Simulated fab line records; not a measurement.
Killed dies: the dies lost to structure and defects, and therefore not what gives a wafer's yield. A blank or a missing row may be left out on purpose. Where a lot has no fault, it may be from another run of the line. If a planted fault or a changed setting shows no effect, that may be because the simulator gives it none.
fab line records -- flow nand_harc -- part 2 of 2: steps 29 to 35 of 35
record: lots: 5, wafers: 15, last_day: 23
route steps=1159 shown A_WL_FILL@827 A_CONTACT@840
lots untouched by any fault: they come from a run of this same line in which no faults occurred
start_h: hours from the record's first day to the start of the lot's first wafer shown -- wait_h: hours elapsed since this lot's preceding step -- " same as the row above -- L1.1+2: one row covering several wafers at once -- - value missing, or start not given -- * or withheld: withheld -- < > ~ a bound
route shown NAME@n: names a module that has steps shown in the file, with the first one's number in the route -- usual: average and standard deviation across the fault-free wafers -- same: alike in all rows -- chamber/n: place in a boat -- sites: readings site by site -- _std_site: how widely they spread, as a standard deviation -- _edge_site: the outer-site mean with the inner-site mean subtracted -- radius_mm: how far each site lies from the wafer's centre -- mask NAME#n: copy n -- behind: the last tool/chamber to shape the wafer -- hold: cause of the lot's hold/its duration in hours/its outcome -- device: names the non-switching transistor (n, p or np) -- end of line: tests run on the same wafers once the route is complete -- where a step has no rows: the recipe by itself -- killed: count of dies lost to structure and defects at first sort (not the wafer's yield) -- map: per-die view of a wafer (x killed, . not killed, _ where there is no die)
set.NAME: setting as actually run; set.NAME@STEP: the setting as run at that earlier step -- model.NAME: the simulator's own value behind a step, which no gauge read
lots at some steps of the route; a table a step, a row a wafer
services: the hour from which a tool's chamber was out of use, counted from the record's first day as start_h (under 0 if before that day), plus the number of hours and why
== steps ==
step: NHARC_A_CONTACT_ETCH_49
recipe: target_depth_a: 2600, over_etch_frac: 0.3, time_s: 475.3, ion_energy_ev: 200, n2_flow_sccm: 150, h2_flow_sccm: 150, ar_flow_sccm: 0, rf_w: 400, bias_w: 150, chemistry: N2/H2
usual: drypump_motor_current_A: 5.4/0.33, oes_product_au: 1.000/0.011, rf_vpp_V: 432.1/2.2, showerhead_plenum_p_Torr: 2.09/0.078, throttle_valve_pct: 14.172/0.0086
lot.wafer,tool,chamber,start_h,wait_h,drypump_motor_current_A,oes_product_au,rf_hours_counter_h,rf_vpp_V,showerhead_plenum_p_Torr,throttle_valve_pct
L076.1,rie_diel-07,0,-,-,5.1,1.001,26,433.0,2.08,14.155
L076.5,rie_diel-07,0,-,-,5.1,1.002,-,433.7,2.08,14.170
L076.4,rie_diel-07,1,-,-,5.5,1.000,-,433.1,2.16,14.171
L075.1,rie_diel-06,2,-,-,5.6,0.998,51,433.5,2.20,14.162
L075.4,rie_diel-06,3,-,-,6.1,0.994,47,426.2,1.92,14.162
L075.6,rie_diel-06,0,-,-,5.7,0.984,-,425.7,1.92,14.174
L085.1,rie_diel-07,2,-,-,5.4,0.985,3,432.2,2.08,14.162
L085.5,rie_diel-07,2,-,-,5.4,0.988,-,431.5,2.08,14.179
L085.6,rie_diel-07,3,-,-,5.6,0.997,-,435.3,2.16,14.182
L092.1,rie_diel-03,2,-,-,4.7,1.011,29,432.2,2.09,14.172
L092.4,rie_diel-03,1,-,-,6.3,0.994,30,431.7,2.07,14.176
L092.5,rie_diel-03,2,-,-,4.7,1.014,-,433.0,2.09,14.162
L093.1,rie_diel-07,0,-,-,5.1,1.009,16,433.9,2.07,14.161
L093.6,rie_diel-07,2,-,-,5.4,0.977,-,431.6,2.08,14.189
L093.4,rie_diel-07,0,-,-,5.0,0.998,-,432.4,2.07,14.173
step: NHARC_A_CONTACT_ETCH_50
recipe: target_depth_a: 847, time_s: 42.4, cf4_flow_sccm: 100, chf3_flow_sccm: 30, ar_flow_sccm: 0, rf_w: 500, bias_w: 200, chemistry: CF4/CHF3
usual: drypump_motor_current_A: 5.4/0.32, oes_product_au: 0.954/0.021, rf_vpp_V: 371.8/2, showerhead_plenum_p_Torr: 1.61/0.056, throttle_valve_pct: 16.802/0.0089
lot.wafer,tool,chamber,start_h,wait_h,drypump_motor_current_A,oes_product_au,rf_hours_counter_h,rf_vpp_V,showerhead_plenum_p_Torr,throttle_valve_pct
L076.1,rie_diel-07,0,-,-,5.1,0.938,26,371.7,1.60,16.794
L076.5,rie_diel-07,0,-,-,5.1,0.937,-,370.5,1.60,16.807
L076.4,rie_diel-07,1,-,-,5.5,0.939,-,373.8,1.66,16.808
L075.1,rie_diel-06,1,-,-,5.0,0.938,50,369.4,1.52,16.804
L075.4,rie_diel-06,2,-,-,5.6,0.926,51,375.4,1.69,16.797
L075.6,rie_diel-06,1,-,-,5.0,0.937,-,368.1,1.52,16.816
L085.1,rie_diel-07,2,-,-,5.4,0.949,3,371.6,1.61,16.811
L085.6,rie_diel-07,2,-,-,5.5,0.959,-,371.1,1.61,16.793
L085.5,rie_diel-07,3,-,-,5.6,0.963,-,372.4,1.66,16.801
L092.1,rie_diel-03,2,-,-,4.7,0.926,29,372.4,1.61,16.806
L092.4,rie_diel-03,3,-,-,5.5,0.914,28,374.5,1.68,16.795
L092.5,rie_diel-03,1,-,-,6.3,0.924,-,370.8,1.59,16.804
L093.1,rie_diel-07,0,-,-,5.0,0.976,16,370.1,1.60,16.797
L093.6,rie_diel-07,1,-,-,5.5,0.965,-,371.7,1.66,16.794
L093.4,rie_diel-07,2,-,-,5.4,0.946,-,372.6,1.60,16.801
step: NHARC_A_CONTACT_ETCH_51
recipe: target_depth_a: 36000, over_etch_frac: 0.3, time_s: 936, ion_energy_ev: 150, o2_flow_sccm: 400, cos_flow_sccm: 20, ar_flow_sccm: 0, rf_w: 500, bias_w: 300, chemistry: O2/COS
usual: drypump_motor_current_A: 5.4/0.32, oes_product_au: 1.001/0.012, rf_vpp_V: 315.2/1.8, showerhead_plenum_p_Torr: 3.20/0.11, throttle_valve_pct: 28.331/0.0091
lot.wafer,tool,chamber,start_h,wait_h,drypump_motor_current_A,oes_product_au,rf_hours_counter_h,rf_vpp_V,showerhead_plenum_p_Torr,throttle_valve_pct
L076.1,rie_diel-07,0,-,-,5.1,0.999,26,316.9,3.18,28.341
L076.5,rie_diel-07,0,-,-,5.1,1.003,-,314.8,3.18,28.335
L076.4,rie_diel-07,1,-,-,5.5,1.003,-,317.0,3.29,28.325
L075.4,rie_diel-06,2,-,-,5.5,1.003,51,316.9,3.35,28.332
L075.1,rie_diel-06,3,-,-,6.1,0.997,48,311.9,2.95,28.342
L075.6,rie_diel-06,1,-,-,5.0,1.010,-,312.6,3.02,28.329
L085.1,rie_diel-07,3,-,-,5.6,0.992,4,316.3,3.29,28.350
L085.5,rie_diel-07,1,-,-,5.5,1.011,-,316.0,3.29,28.338
L085.6,rie_diel-07,2,-,-,5.5,0.979,-,316.1,3.18,28.322
L092.1,rie_diel-03,3,-,-,5.5,0.990,28,316.1,3.33,28.316
L092.4,rie_diel-03,1,-,-,6.3,0.996,31,315.0,3.16,28.327
L092.5,rie_diel-03,2,-,-,4.7,1.012,-,315.3,3.19,28.309
L093.1,rie_diel-07,2,-,-,5.4,0.993,15,314.2,3.18,28.341
L093.4,rie_diel-07,1,-,-,5.5,1.023,-,316.6,3.29,28.339
L093.6,rie_diel-07,2,-,-,5.4,0.990,-,314.8,3.18,28.340
step: NHARC_A_CONTACT_ETCH_111
recipe: source_w: withheld, pressure_mtorr: 20, bias_v: withheld, time_s: 140, target_depth_a: 7000, ar_flow_sccm: withheld, c4f8_flow_sccm: withheld, o2_flow_sccm: withheld, chemistry: C4F8/O2/Ar
lot.wafer,tool,chamber,start_h,wait_h,rf_hours_counter_h
L076.1,har_cap_etch-03,1,376.77,-,82
L076.4,har_cap_etch-03,1,376.77,-,-
L076.5,har_cap_etch-03,0,376.77,-,-
L075.1,har_cap_etch-02,0,377.69,-,12
L075.4,har_cap_etch-02,1,377.69,-,-
L075.6,har_cap_etch-02,1,377.69,-,-
L085.1,har_cap_etch-03,1,427.62,-,91
L085.6,har_cap_etch-03,1,427.62,-,-
L085.5,har_cap_etch-03,0,427.62,-,-
L092.1,har_cap_etch-01,0,482.41,-,75
L092.4,har_cap_etch-01,1,482.41,-,-
L092.5,har_cap_etch-01,0,482.41,-,-
L093.1,har_cap_etch-02,0,486.60,-,33
L093.4,har_cap_etch-02,1,486.60,-,-
L093.6,har_cap_etch-02,1,486.60,-,-
step: NHARC_A_CONTACT_ETCH_112
recipe: source_w: withheld, pressure_mtorr: 20, bias_v: 3000, time_s: 94, target_depth_a: 9220, ar_flow_sccm: withheld, c4f8_flow_sccm: withheld, o2_flow_sccm: withheld, chemistry: C4F8/O2/Ar
lot.wafer,tool,chamber,start_h,wait_h,rf_hours_counter_h
L076.1,har_cap_etch-03,1,376.97,0.2,82
L076.4,har_cap_etch-03,1,376.97,0.2,-
L076.5,har_cap_etch-03,0,376.97,0.2,-
L075.1,har_cap_etch-02,0,377.89,0.2,12
L075.4,har_cap_etch-02,1,377.89,0.2,-
L075.6,har_cap_etch-02,1,377.89,0.2,-
L085.1,har_cap_etch-03,1,427.82,0.2,91
L085.6,har_cap_etch-03,1,427.82,0.2,-
L085.5,har_cap_etch-03,0,427.82,0.2,-
L092.1,har_cap_etch-01,0,482.59,0.1,75
L092.4,har_cap_etch-01,1,482.59,0.1,-
L092.5,har_cap_etch-01,0,482.59,0.1,-
L093.1,har_cap_etch-02,0,486.84,0.2,33
L093.4,har_cap_etch-02,1,486.84,0.2,-
L093.6,har_cap_etch-02,1,486.84,0.2,-
step: NHARC_A_CONTACT_ETCH_113
recipe: source_w: withheld, pressure_mtorr: 20, bias_v: 3000, time_s: 94, target_depth_a: 9220, ar_flow_sccm: withheld, c4f8_flow_sccm: withheld, o2_flow_sccm: withheld, chemistry: C4F8/O2/Ar
lot.wafer,tool,chamber,start_h,wait_h,rf_hours_counter_h
L076.1,har_cap_etch-03,1,377.06,0.1,82
L076.4,har_cap_etch-03,1,377.06,0.1,-
L076.5,har_cap_etch-03,0,377.06,0.1,-
L075.1,har_cap_etch-02,0,377.98,0.1,12
L075.4,har_cap_etch-02,1,377.98,0.1,-
L075.6,har_cap_etch-02,1,377.98,0.1,-
L085.1,har_cap_etch-03,1,427.91,0.1,91
L085.6,har_cap_etch-03,1,427.91,0.1,-
L085.5,har_cap_etch-03,0,427.91,0.1,-
L092.1,har_cap_etch-01,0,482.68,0.1,75
L092.4,har_cap_etch-01,1,482.68,0.1,-
L092.5,har_cap_etch-01,0,482.68,0.1,-
L093.1,har_cap_etch-02,0,486.96,0.1,33
L093.4,har_cap_etch-02,1,486.96,0.1,-
L093.6,har_cap_etch-02,1,486.96,0.1,-
step: NHARC_A_CONTACT_ETCH_114
recipe: source_w: withheld, pressure_mtorr: 20, bias_v: 3000, time_s: 94, target_depth_a: 9220, ar_flow_sccm: withheld, c4f8_flow_sccm: withheld, o2_flow_sccm: withheld, chemistry: C4F8/O2/Ar
lot.wafer,tool,chamber,start_h,wait_h,rf_hours_counter_h
L076.1,har_cap_etch-03,1,377.15,0.1,82
L076.4,har_cap_etch-03,1,377.15,0.1,-
L076.5,har_cap_etch-03,0,377.15,0.1,-
L075.1,har_cap_etch-02,0,378.07,0.1,12
L075.4,har_cap_etch-02,1,378.07,0.1,-
L075.6,har_cap_etch-02,1,378.07,0.1,-
L085.1,har_cap_etch-03,1,428.00,0.1,91
L085.6,har_cap_etch-03,1,428.00,0.1,-
L085.5,har_cap_etch-03,0,428.00,0.1,-
L092.1,har_cap_etch-01,0,482.77,0.1,75
L092.4,har_cap_etch-01,1,482.77,0.1,-
L092.5,har_cap_etch-01,0,482.77,0.1,-
L093.1,har_cap_etch-02,0,487.08,0.1,33
L093.4,har_cap_etch-02,1,487.08,0.1,-
L093.6,har_cap_etch-02,1,487.08,0.1,-
== services ==
tool,chamber,start_h,hours,kind
pecvd-02,-,340.87,3.2,repair
rie_diel-07,3,348.55,1.3,repair
wet_bench-07,-,350.82,4.5,repair
rie_diel-07,2,368.52,7.9,repair
rie_diel-03,1,370.70,3.7,repair
wet_bench-05,-,372.80,8.0,pm
rie_diel-03,2,373.90,5.3,repair
rie_diel-07,1,381.97,31.8,repair
arfi_scanner-03,-,385.89,0.4,repair
rie_diel-03,-,392.98,9.0,pm
pecvd-01,1,395.88,4.1,repair
cmp-04,-,399.00,4.0,pm
rie_diel-07,-,405.26,9.0,pm
acl_dep-03,-,406.50,13.0,pm
pecvd-01,-,418.13,13.0,pm
rie_diel-06,-,418.51,9.0,pm
rie_diel-06,0,431.42,6.5,repair
wet_bench-07,-,448.03,8.0,pm
rie_diel-07,2,448.88,4.5,repair
rie_diel-06,2,464.73,36.3,repair
wet_bench-09,-,464.84,8.0,pm
litho_track-06,-,467.00,7.0,pm
rie_diel-07,3,479.40,6.8,repair
rie_diel-03,0,483.23,6.2,repair
